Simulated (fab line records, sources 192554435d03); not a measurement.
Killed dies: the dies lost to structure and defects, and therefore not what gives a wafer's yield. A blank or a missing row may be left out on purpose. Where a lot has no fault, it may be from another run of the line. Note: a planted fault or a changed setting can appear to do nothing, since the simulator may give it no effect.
fab line records ; flow n5_finfet
record lots=7; wafers=21
route steps=1938 shown BEOL_M11@1552 BEOL_M12@1648 BEOL_M13@1693 BEOL_M14@1762 PASS1_DEP@1831 TV_OPEN@1888 PASSIVATION@1929
start_h: hours from the record's opening day to when the first of the lot's shown wafers began ; wait_h: time in hours since the lot's previous step ; " as in the row above ; L1.1+2: a row that stands for several wafers ; - value missing, or start not given ; * or withheld: withheld ; < > ~ a bound
route shown NAME@n: names a module that has steps shown in the file, with the first one's number in the route ; usual: mean/standard deviation taken from wafers without a fault ; same: alike in all rows ; chamber/n: place in a boat ; sites: readings site by site ; _std_site: how widely they spread, as a standard deviation ; _edge_site: inner sites' mean taken away from outer sites' mean ; radius_mm: for every site, how far away it sits from the centre of the wafer ; mask NAME#n: copy n ; behind: the most recent tool/chamber to have shaped the wafer ; hold: reason for holding the lot/hours on hold/outcome of the hold ; device: whichever transistor did not switch (one of n, p or np) ; end of line: the route-end tests of the same wafers ; step lacking rows: just its recipe ; killed: dies that structure and defects cost at the first sort, which is not the same as the wafer's yield ; map: shows each die of a wafer: x if killed, . if not, _ if none is there
set.NAME: the run value of the setting; set.NAME@STEP: its run value at that earlier step ; model.NAME: the simulator's own value behind a step, which no gauge read
lots with deliberately changed settings; one table per step, one row per wafer
## steps
# step N5_BEOL_M11_DESCUM_16
# recipe chemistry=O2; time_s=7.9; source_power_w=50; bias_power_w=20; pressure_mtorr=20; rf_frequency_hz=2.712e+07; temp_c=40; resist=CAR-ArF; o2_flow_sccm=225
lot.wafer;tool;chamber;start_h;wait_h;set.time_s;set.spin_rpm@BEOL_M11_COAT_05;model.CAR-ArF_of_BEOL_M11_COAT_05.thk_nm
L074.1;rie_diel-01;3;237.28;0.0;7.9;1500;83.2
L074.4;rie_diel-01;2;237.28;0.0;7.9;1500;83.6
L074.5;rie_diel-01;2;237.28;0.0;7.9;1500;83.4
L080.2+3;rie_diel-01;0;270.29;0.1;7.9;1500;83.4
L080.6;rie_diel-01;0;270.29;0.1;9.498;1500;82.2
L089.2;rie_diel-01;1;318.19;0.0;7.393;1500;83.8
L089.4;rie_diel-01;3;318.19;0.0;7.393;1649;79.8
L089.5;rie_diel-01;1;318.19;0.0;7.9;1500;84
L088.1;rie_diel-06;1;320.98;0.1;6.395;1500;84.6
L088.3;rie_diel-06;0;320.98;0.1;6.395;1500;84.8
L088.4;rie_diel-06;3;320.98;0.1;7.9;1500;83.6
L090.1+4;rie_diel-06;1,2;326.10;0.0;9.385;1500;82.6
L090.6;rie_diel-06;2;326.10;0.0;7.9;1500;83.4
L091.1;rie_diel-04;2;326.59;0.1;7.9;1500;84
L091.2;rie_diel-04;3;326.59;0.1;7.9;1500;83.8
L091.4;rie_diel-04;1;326.59;0.1;7.9;1500;83.6
L095.2;rie_diel-04;3;366.45;0.0;6.738;1500;84.2
L095.4;rie_diel-04;2;366.45;0.0;7.9;1344;88.4
L095.5;rie_diel-04;2;366.45;0.0;6.738;1344;89.6
# step N5_BEOL_M11_ETCH_61
# recipe chemistry=CF4; target=SiARC; target_depth_a=390; mask_material=CAR-ArF; time_s=65; ion_energy_ev=80; pressure_mtorr=40; source_w=545; bias_w=36; Ar_flow_sccm=100; cf4_flow_sccm=100; ends=cleared
lot.wafer;tool;chamber;start_h;wait_h;set.spin_rpm@BEOL_M11_COAT_05;model.CAR-ArF_of_BEOL_M11_COAT_05.thk_nm
L074.1;rie_diel-01;3;237.31;0.0;1500;55.2
L074.4;rie_diel-01;2;237.31;0.0;1500;55.6
L074.5;rie_diel-01;2;237.31;0.0;1500;55.4
L080.2+3;rie_diel-01;0;270.34;0.0;1500;55.6
L080.6;rie_diel-01;0;270.34;0.0;1500;54.4
L089.2;rie_diel-01;1;318.22;0.0;1500;55.8
L089.4;rie_diel-01;3;318.22;0.0;1649;51.8
L089.5;rie_diel-01;1;318.22;0.0;1500;56
L088.1;rie_diel-06;1;321.02;0.0;1500;56.6
L088.3;rie_diel-06;0;321.02;0.0;1500;56.8
L088.4;rie_diel-06;3;321.02;0.0;1500;55.8
L090.1+4;rie_diel-06;1,2;326.14;0.0;1500;54.6
L090.6;rie_diel-06;2;326.14;0.0;1500;55.4
L091.1;rie_diel-04;2;326.63;0.0;1500;56
L091.2;rie_diel-04;3;326.63;0.0;1500;55.8
L091.4;rie_diel-04;1;326.63;0.0;1500;55.4
L095.2;rie_diel-04;3;366.49;0.0;1500;56.2
L095.4;rie_diel-04;2;366.49;0.0;1344;60.6
L095.5;rie_diel-04;2;366.49;0.0;1344;61.8
# step N5_BEOL_M11_ETCH_62
# recipe chemistry=N2/H2; target=SOC; target_depth_a=1100; overetch_a=220; mask_material=SiARC; temp_c=40; time_s=165; ion_energy_ev=200; pressure_mtorr=30; source_w=840; bias_w=150; n2_flow_sccm=200; h2_flow_sccm=200
lot.wafer;tool;chamber;start_h;wait_h;set.spin_rpm@BEOL_M11_COAT_59;model.etch.depth_nm
L074.1;rie_diel-01;3;237.36;0.0;1500;99.44
L074.4;rie_diel-01;2;237.36;0.0;1500;99.68
L074.5;rie_diel-01;2;237.36;0.0;1500;99.77
L080.2;rie_diel-01;0;270.42;0.1;1357;104.6
L080.3;rie_diel-01;0;270.42;0.1;1500;99.57
L080.6;rie_diel-01;0;270.42;0.1;1500;99.38
L089.2;rie_diel-01;1;318.27;0.0;1500;99.89
L089.4;rie_diel-01;3;318.27;0.0;1431;102.8
L089.5;rie_diel-01;1;318.27;0.0;1500;100.4
L088.1;rie_diel-06;1;321.07;0.0;1500;100.1
L088.3;rie_diel-06;0;321.07;0.0;1500;99.78
L088.4;rie_diel-06;3;321.07;0.0;1500;99.74
L090.1+4+6;rie_diel-06;1,2,2;326.19;0.0;1435;102
L091.1+2;rie_diel-04;2,3;326.68;0.0;1500;100.2
L091.4;rie_diel-04;1;326.68;0.0;1500;100.3
L095.2;rie_diel-04;3;366.54;0.0;1454;101.6
L095.4;rie_diel-04;2;366.54;0.0;1500;99.93
L095.5;rie_diel-04;2;366.54;0.0;1454;101.5
# step N5_BEOL_M11_STRIP_68
# recipe chemistry=N2/H2; temp_c=40; n2_flow_sccm=200; h2_flow_sccm=200; rf_frequency_hz=6e+07
# step N5_BEOL_M11_STRIP_67
# recipe chemistry=CF4; resist=SiARC; power_w=300; bias_power_w=75; pressure_mtorr=50; cf4_flow_sccm=150; rf_frequency_hz=6e+07
# step N5_BEOL_M11_HM_OPEN_17
# recipe chemistry=Cl2/BCl3; target_depth_a=200; overetch_a=60; target=TiN; mask_material=SOC; ion_energy_ev=150; pressure_mtorr=10; icp_w=1000; bias_w=126; Cl2_flow_sccm=53.25; bcl3_flow_sccm=21.75; Ar_flow_sccm=25
lot.wafer;tool;chamber;start_h;wait_h;set.spin_rpm@BEOL_M11_COAT_59;model.SOC_of_BEOL_M11_COAT_59.thk_nm
L074.1;rie_metal-03;0;237.55;0.0;1500;91.6
L074.4;rie_metal-03;0;237.55;0.0;1500;92
L074.5;rie_metal-03;1;237.55;0.0;1500;91.8
L080.2;rie_metal-03;0;270.69;0.0;1357;96.8
L080.3;rie_metal-03;0;270.69;0.0;1500;91.6
L080.6;rie_metal-03;1;270.69;0.0;1500;91.4
L089.2;rie_metal-03;1;318.46;0.0;1500;92
L089.4;rie_metal-03;0;318.46;0.0;1431;95
L089.5;rie_metal-03;0;318.46;0.0;1500;92.6
L088.1;rie_metal-02;1;321.26;0.0;1500;92
L088.3;rie_metal-02;0;321.26;0.0;1500;91.6
L088.4;rie_metal-02;1;321.26;0.0;1500;91.8
L090.1;rie_metal-01;1;326.37;0.0;1435;93.8
L090.4;rie_metal-01;0;326.37;0.0;1435;94
L090.6;rie_metal-01;1;326.37;0.0;1435;93.6
L091.1;rie_metal-02;0;326.86;0.0;1500;91.8
L091.2+4;rie_metal-02;1;326.86;0.0;1500;92.2
L095.2+5;rie_metal-02;1;366.73;0.0;1454;93.6
L095.4;rie_metal-02;1;366.73;0.0;1500;92
# step N5_BEOL_M12_SPUTTER_43
# recipe material=TaN; target_thk_a=150; temp_c=50; bias_v=168.6; power_w=15000; chamber_pressure_pa=0.12; time_s=24.19
lot.wafer;tool;chamber;start_h;wait_h;set.power_w;model.TaN_of_BEOL_M12_SPUTTER_43.thk_nm
L074.1+4;pvd_sputter-03;-;249.24;0.0;15000;14.8
L074.5;pvd_sputter-03;-;249.24;0.0;15000;14.6
L080.2+3+6;pvd_sputter-02;-;279.20;0.0;15000;15.2
L089.2+5;pvd_sputter-02;-;329.80;0.0;15000;15.6
L089.4;pvd_sputter-02;-;329.80;0.0;15000;15.2
L088.1+3;pvd_sputter-02;-;330.12;0.0;15000;15
L088.4;pvd_sputter-02;-;330.12;0.0;15000;15.2
L091.1+2;pvd_sputter-02;-;335.61;0.0;15000;15.2
L091.4;pvd_sputter-02;-;335.61;0.0;15000;15
L090.1;pvd_sputter-03;-;337.42;0.0;16300;16.2
L090.4;pvd_sputter-03;-;337.42;0.0;15000;15.2
L090.6;pvd_sputter-03;-;337.42;0.0;16300;16.4
L095.2;pvd_sputter-03;-;376.11;0.0;15000;14.8
L095.4;pvd_sputter-03;-;376.11;0.0;13570;13.2
L095.5;pvd_sputter-03;-;376.11;0.0;13570;13.4
# step N5_BEOL_M13_ETCH_67
# recipe chemistry=CF4; target=SiARC; target_depth_a=1430; time_s=238.3; ion_energy_ev=80; pressure_mtorr=40; source_w=545; bias_w=36; Ar_flow_sccm=100; cf4_flow_sccm=100; ends=cleared
# usual rf_vpp_V=184.0/1.3
lot.wafer;tool;chamber;start_h;wait_h;set.bias_w;rf_vpp_V
L074.1;rie_diel-01;1;252.66;0.0;42.1;202.5
L074.4;rie_diel-01;3;252.66;0.0;36;183.1
L074.5;rie_diel-01;0;252.66;0.0;42.1;200.2
L080.2;rie_diel-06;0;281.92;0.0;31.19;168.4
L080.3;rie_diel-06;1;281.92;0.0;36;182.3
L080.6;rie_diel-06;3;281.92;0.0;31.19;168.1
L089.2;rie_diel-01;1;332.72;0.0;29.74;163.0
L089.4;rie_diel-01;2;332.72;0.0;36;185.5
L089.5;rie_diel-01;0;332.72;0.0;29.74;162.1
L088.1;rie_diel-06;3;332.92;0.0;36;182.8
L088.3;rie_diel-06;1;332.92;0.0;36;181.2
L088.4;rie_diel-06;0;332.92;0.0;36;185.2
L091.1;rie_diel-04;3;338.64;0.0;36;185.3
L091.2;rie_diel-04;1;338.64;0.0;36;184.1
L091.4;rie_diel-04;2;338.64;0.0;36;186.6
L090.1;rie_diel-06;2;340.33;0.0;36;185.6
L090.4;rie_diel-06;0;340.33;0.0;36;185.1
L090.6;rie_diel-06;2;340.33;0.0;41.18;202.8
L095.2;rie_diel-04;1;379.42;0.0;36;185.2
L095.4;rie_diel-04;3;379.42;0.0;36;184.3
L095.5;rie_diel-04;1;379.42;0.0;36;185.2
# step N5_BEOL_M14_SPUTTER_43
# recipe material=TaN; target_thk_a=150; temp_c=50; bias_v=168.6; power_w=15000; chamber_pressure_pa=0.12; time_s=24.19
lot.wafer;tool;chamber;start_h;wait_h;set.time_s;model.TaN_of_BEOL_M14_SPUTTER_43.thk_nm
L074.1;pvd_sputter-02;-;262.26;0.0;24.19;14.8
L074.4;pvd_sputter-02;-;262.26;0.0;27.47;17
L074.5;pvd_sputter-02;-;262.26;0.0;24.19;15
L080.2+3;pvd_sputter-02;-;290.81;0.0;27;16.8
L080.6;pvd_sputter-02;-;290.81;0.0;27;17
L089.2+4+5;pvd_sputter-02;-;347.33;0.0;24.19;15
L088.1+4;pvd_sputter-01;-;347.36;0.0;21.86;13.4
L088.3;pvd_sputter-01;-;347.36;0.0;24.19;14.6
L091.1;pvd_sputter-02;-;347.73;0.0;24.19;14.8
L091.2;pvd_sputter-02;-;347.73;0.0;24.19;14.4
L091.4;pvd_sputter-02;-;347.73;0.0;24.19;14.6
L090.1+4;pvd_sputter-02;-;348.49;0.0;24.19;15
L090.6;pvd_sputter-02;-;348.49;0.0;27.02;17
L095.2;pvd_sputter-01;-;388.67;0.0;25.77;15.6
L095.4;pvd_sputter-01;-;388.67;0.0;25.77;15.8
L095.5;pvd_sputter-01;-;388.67;0.0;24.19;14.8
# step N5_BEOL_M14_DEP_53
# recipe material=SiCN; target_thk_a=500; temp_c=withheld; precursor=3MS/NH3; pressure_torr=3; rf_w=675; time_s=17.8
lot.wafer;tool;chamber;start_h;wait_h;set.time_s;model.SiCN_of_BEOL_M14_DEP_53.thk_nm
L074.1;pecvd-02;2;264.52;0.0;17.8;49.8
L074.4;pecvd-02;1;264.52;0.0;17.8;49.4
L074.5;pecvd-02;2;264.52;0.0;18.64;53.4
L080.2;pecvd-04;2;291.93;0.0;17.8;49.2
L080.3;pecvd-04;1;291.93;0.0;15.31;42.8
L080.6;pecvd-04;2;291.93;0.0;17.8;50.2
L089.2+5;pecvd-01;0,2;348.51;0.0;17.8;49.6
L089.4;pecvd-01;0;348.51;0.0;17.8;50.6
L088.1;pecvd-02;1;348.70;0.0;17.8;49
L088.3;pecvd-02;0;348.70;0.0;19.81;55.4
L088.4;pecvd-02;1;348.70;0.0;17.8;49.6
L091.1;pecvd-02;1;348.97;0.0;17.8;49
L091.2;pecvd-02;0;348.97;0.0;17.8;49.2
L091.4;pecvd-02;1;348.97;0.0;17.8;50.2
L090.1;pecvd-04;0;349.87;0.0;17.8;50
L090.4;pecvd-04;1;349.87;0.0;16.26;46.8
L090.6;pecvd-04;2;349.87;0.0;16.26;46.6
L095.2;pecvd-04;0;390.24;0.0;17.8;48
L095.4;pecvd-04;1;390.24;0.0;17.8;50
L095.5;pecvd-04;0;390.24;0.0;20;55.4
# step N5_PASSIVATION_PECVD_00
# recipe material=SiO2; target_thk_a=2000; temp_c=400; precursor=SiH4/N2O; pressure_torr=2.7; rf_w=608; time_s=11.2
lot.wafer;tool;chamber;start_h;wait_h;set.time_s;model.SiO2_of_PASSIVATION_PECVD_00.thk_nm
L074.1;pecvd-01;2;272.36;0.8;11.2;199.8
L074.4;pecvd-01;0;272.36;0.8;9.779;177.8
L074.5;pecvd-01;2;272.36;0.8;9.779;174.4
L080.2;pecvd-02;1;299.79;0.7;10.46;186
L080.3;pecvd-02;2;299.79;0.7;11.2;201.4
L080.6;pecvd-02;1;299.79;0.7;11.2;201.8
L088.1;pecvd-02;1;364.06;0.8;11.2;198.6
L088.3;pecvd-02;2;364.06;0.8;12.1;214.6
L088.4;pecvd-02;2;364.06;0.8;11.2;203.8
L089.2+4;pecvd-02;0;365.28;0.7;11.2;199.4
L089.5;pecvd-02;2;365.28;0.7;12.38;227.4
L091.1;pecvd-03;0;368.74;0.8;11.2;199.8
L091.2;pecvd-03;1;368.74;0.8;11.2;198
L091.4;pecvd-03;1;368.74;0.8;11.2;203
L090.1;pecvd-02;1;370.62;0.8;9.635;168.4
L090.4;pecvd-02;0;370.62;0.8;11.2;195.8
L090.6;pecvd-02;2;370.62;0.8;9.635;172
L095.2;pecvd-01;2;399.66;0.7;11.2;200.6
L095.4;pecvd-01;0;399.66;0.7;11.2;199.6
L095.5;pecvd-01;0;399.66;0.7;11.2;201.4
# step N5_PASSIVATION_VIA_ETCH_13
# recipe chemistry=CHF3/O2; target=SiO2; target_depth_a=6600; CHF3_flow_sccm=50; O2_flow_sccm=5; Ar_flow_sccm=200; time_s=330; mask_material=PR; pressure_mtorr=30; source_w=650; bias_w=170; ion_energy_ev=200; ends=cleared
# usual rf_vpp_V=524/8.1
lot.wafer;tool;chamber;start_h;wait_h;set.bias_w;rf_vpp_V
L074.1;rie_diel-01;1;278.11;0.0;170;526
L074.4;rie_diel-01;2;278.11;0.0;182.9;554
L074.5;rie_diel-01;1;278.11;0.0;170;527
L080.2;rie_diel-06;3;307.30;0.0;170;519
L080.3;rie_diel-06;2;307.30;0.0;170;524
L080.6;rie_diel-06;1;307.30;0.0;170;529
L088.1;rie_diel-04;3;370.75;0.0;153.9;480
L088.3;rie_diel-04;1;370.75;0.0;170;533
L088.4;rie_diel-04;0;370.75;0.0;170;537
L089.2;rie_diel-06;3;371.17;0.0;170;518
L089.4;rie_diel-06;1;371.17;0.0;170;529
L089.5;rie_diel-06;2;371.17;0.0;170;525
L091.1;rie_diel-06;2;375.61;0.0;170;523
L091.2;rie_diel-06;1;375.61;0.0;170;530
L091.4;rie_diel-06;3;375.61;0.0;170;519
L090.1;rie_diel-04;3;376.22;0.0;170;521
L090.4;rie_diel-04;0;376.22;0.0;170;536
L090.6;rie_diel-04;2;376.22;0.0;170;510
L095.2;rie_diel-06;3;405.60;0.0;170;520
L095.4;rie_diel-06;1;405.60;0.0;170;528
L095.5;rie_diel-06;0;405.60;0.0;170;518
# step N5_PASSIVATION_PASS_ETCH_47
# recipe chemistry=CF4/O2; target=SiNx; target_depth_a=7700; time_s=385; ion_energy_ev=100; pressure_mtorr=40; source_w=535; bias_w=49; Ar_flow_sccm=100; cf4_flow_sccm=100; O2_flow_sccm=10
# usual rf_vpp_V=240/5.5
lot.wafer;tool;chamber;start_h;wait_h;set.source_w;rf_vpp_V;model.etch.depth_nm
L074.1;rie_diel-05;2;281.83;0.0;535;248;768.2
L074.4;rie_diel-05;0;281.83;0.0;535;242;806
L074.5;rie_diel-05;2;281.83;0.0;535;247;770.8
L080.2;rie_diel-02;0;312.37;0.0;589.9;229;849.4
L080.3;rie_diel-02;2;312.37;0.0;535;251;775.1
L080.6;rie_diel-02;0;312.37;0.0;589.9;230;850.9
L088.1;rie_diel-02;3;374.53;0.0;451.7;259;661.9
L088.3;rie_diel-02;0;374.53;0.0;535;244;769.6
L088.4;rie_diel-02;3;374.53;0.0;451.7;257;655.4
L089.2;rie_diel-05;2;375.84;0.0;535;249;754.9
L089.4;rie_diel-05;0;375.84;0.0;535;242;787
L089.5;rie_diel-05;2;375.84;0.0;439.8;274;635.4
L090.1;rie_diel-05;1;379.36;0.0;505;248;761.8
L090.4;rie_diel-05;0;379.36;0.0;505;247;746.5
L090.6;rie_diel-05;0;379.36;0.0;535;241;784.8
L091.1;rie_diel-02;1;379.57;0.0;535;244;729.3
L091.2;rie_diel-02;3;379.57;0.0;535;235;765.8
L091.4;rie_diel-02;2;379.57;0.0;535;252;760.1
L095.2;rie_diel-02;2;410.22;0.0;490.8;263;716.9
L095.4;rie_diel-02;0;410.22;0.0;535;243;781.2
L095.5;rie_diel-02;2;410.22;0.0;490.8;263;716.1
# step N5_PASSIVATION_ETCH_54
# recipe chemistry=CHF3/O2; target=SiO2; target_depth_a=8800; CHF3_flow_sccm=50; O2_flow_sccm=5; Ar_flow_sccm=200; time_s=440; mask_material=PR; pressure_mtorr=30; source_w=650; bias_w=170; ion_energy_ev=200
lot.wafer;tool;chamber;start_h;wait_h;set.time_s;model.PASSIVATION.feature_depth_nm;model.etch.depth_nm
L074.1;rie_diel-05;2;282.06;0.1;467.5;946;945.9
L074.4;rie_diel-05;0;282.06;0.1;440;899.2;899.2
L074.5;rie_diel-05;2;282.06;0.1;467.5;929.8;929.9
L080.2;rie_diel-02;0;312.59;0.1;440;879.4;879.4
L080.3;rie_diel-02;2;312.59;0.1;362.6;740;739.9
L080.6;rie_diel-02;0;312.59;0.1;362.6;730.8;730.8
L088.1;rie_diel-02;3;374.75;0.1;440;866;866.1
L088.3;rie_diel-02;0;374.75;0.1;440;885.4;885.5
L088.4;rie_diel-02;3;374.75;0.1;440;869;868.9
L089.2;rie_diel-05;2;376.07;0.1;440;873.2;873.2
L089.4;rie_diel-05;0;376.07;0.1;440;888;887.9
L089.5;rie_diel-05;2;376.07;0.1;440;871.6;871.6
L090.1;rie_diel-05;1;379.59;0.1;496;1023;1023
L090.4;rie_diel-05;0;379.59;0.1;440;896;896.1
L090.6;rie_diel-05;0;379.59;0.1;440;898;898.1
L091.1;rie_diel-02;1;379.79;0.1;440;863.6;863.6
L091.2;rie_diel-02;3;379.79;0.1;440;880.4;880.4
L091.4;rie_diel-02;2;379.79;0.1;440;895.2;895.2
L095.2;rie_diel-02;2;410.45;0.1;440;879.8;879.8
L095.4;rie_diel-02;0;410.45;0.1;529.4;1055;1055
L095.5;rie_diel-02;2;410.45;0.1;440;879.8;879.7
## key
split step=N5_BEOL_M11_DESCUM_16; setting=time_s; stated=7.9; by=wafer
response none clear
split step=N5_BEOL_M12_SPUTTER_43; setting=power_w; stated=15000; by=wafer
response step=N5_BEOL_M12_SPUTTER_43; reading=model.TaN_of_BEOL_M12_SPUTTER_43.thk_nm; change=+0.144; per=1%; r=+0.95
split step=N5_BEOL_M13_ETCH_67; setting=bias_w; stated=36; by=wafer
response step=N5_BEOL_M13_ETCH_67; reading=rf_vpp_V; change=+1.18; per=1%; r=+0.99
split step=N5_BEOL_M14_SPUTTER_43; setting=time_s; stated=24.19; by=wafer
response step=N5_BEOL_M14_SPUTTER_43; reading=model.TaN_of_BEOL_M14_SPUTTER_43.thk_nm; change=+0.152; per=1%; r=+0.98
split step=N5_BEOL_M14_DEP_53; setting=time_s; stated=17.8; by=wafer
response step=N5_BEOL_M14_DEP_53; reading=model.SiCN_of_BEOL_M14_DEP_53.thk_nm; change=+0.508; per=1%; r=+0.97
split step=N5_PASSIVATION_PECVD_00; setting=time_s; stated=11.2; by=wafer
response step=N5_PASSIVATION_PECVD_00; reading=model.SiO2_of_PASSIVATION_PECVD_00.thk_nm; change=+2.02; per=1%; r=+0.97
split step=N5_PASSIVATION_VIA_ETCH_13; setting=bias_w; stated=170; by=wafer
response step=N5_PASSIVATION_VIA_ETCH_13; reading=rf_vpp_V; change=+4.92; per=1%; r=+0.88
split step=N5_PASSIVATION_PASS_ETCH_47; setting=source_w; stated=535; by=wafer
response step=N5_PASSIVATION_PASS_ETCH_47; reading=rf_vpp_V; change=-1.52; per=1%; r=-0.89
response step=N5_PASSIVATION_PASS_ETCH_47; reading=model.etch.depth_nm; change=+7.35; per=1%; r=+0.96
split step=N5_PASSIVATION_ETCH_54; setting=time_s; stated=440; by=wafer
response step=N5_PASSIVATION_ETCH_54; reading=model.PASSIVATION.feature_depth_nm; change=+8.61; per=1%; r=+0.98
response step=N5_PASSIVATION_ETCH_54; reading=model.etch.depth_nm; change=+8.61; per=1%; r=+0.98
split outside_this_file step=N5_BEOL_M11_COAT_59 setting=spin_rpm
split outside_this_file step=N5_BEOL_M11_COAT_05 setting=spin_rpm
# split outside_this_file: this setting was split too, and the file shows its column; the key of that split is in another file
